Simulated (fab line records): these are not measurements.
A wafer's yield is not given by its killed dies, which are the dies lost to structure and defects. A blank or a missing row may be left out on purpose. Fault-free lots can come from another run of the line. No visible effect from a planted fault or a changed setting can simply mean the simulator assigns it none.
Chamber matching / flow nand_harc / pecvd-01 running NHARC_A_CONTACT_DEP_29: 3 sister chambers
The step deposits SiON, target thk 100 nm. 6 wafers are shown with their chamber, then 7 later ones without.

## EACH WAFER AND ITS CHAMBER
wafer=L365.3; chamber=0; heater_power_w (W)=603
wafer=L366.2; chamber=2; heater_power_w (W)=763
wafer=L366.5; chamber=1; heater_power_w (W)=733
wafer=L366.6; chamber=2; heater_power_w (W)=768
wafer=L369.2; chamber=0; heater_power_w (W)=711
wafer=L369.3; chamber=1; heater_power_w (W)=694

## WAFERS WITH NO CHAMBER GIVEN
wafer=L369.5; heater_power_w (W)=733
wafer=L371.3; heater_power_w (W)=726
wafer=L371.4; heater_power_w (W)=704
wafer=L371.6; heater_power_w (W)=732
wafer=L379.2; heater_power_w (W)=595
wafer=L379.3; heater_power_w (W)=715
wafer=L379.6; heater_power_w (W)=596

## THE CHAMBER EACH PASSED THROUGH
wafer=L369.5; from the rows above=can't be placed: 1 or 2 or 0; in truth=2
wafer=L371.3; from the rows above=can't be placed: 1 or 2 or 0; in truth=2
wafer=L371.4; from the rows above=can't be placed: 1 or 0 or 2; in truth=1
wafer=L371.6; from the rows above=can't be placed: 1 or 2 or 0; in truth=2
wafer=L379.2; from the rows above=can't be placed: 0 or 1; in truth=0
wafer=L379.3; from the rows above=can't be placed: 1 or 2 or 0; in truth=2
wafer=L379.6; from the rows above=can't be placed: 0 or 1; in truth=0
Placed correctly: 0 of 7. Unplaceable from these rows: 7, with the true chamber sitting among the candidates in 7. 0 placed wrongly.
How it was worked out, from the rows above alone: a wafer's distance from a chamber is the root of the sum, over the readings, of the square of ((its reading less the chamber's mean) divided by the reading's scatter). If the next closest chamber is less than 2 further off than the closest, the wafer can't be placed; otherwise it belongs to the closest. For every chamber, the mean is computed from those of its wafers that are shown. How the scatter is found: for the shown wafers, subtract from each reading the mean of its chamber, square and add these, divide the total by (wafers less chambers), then take the root.
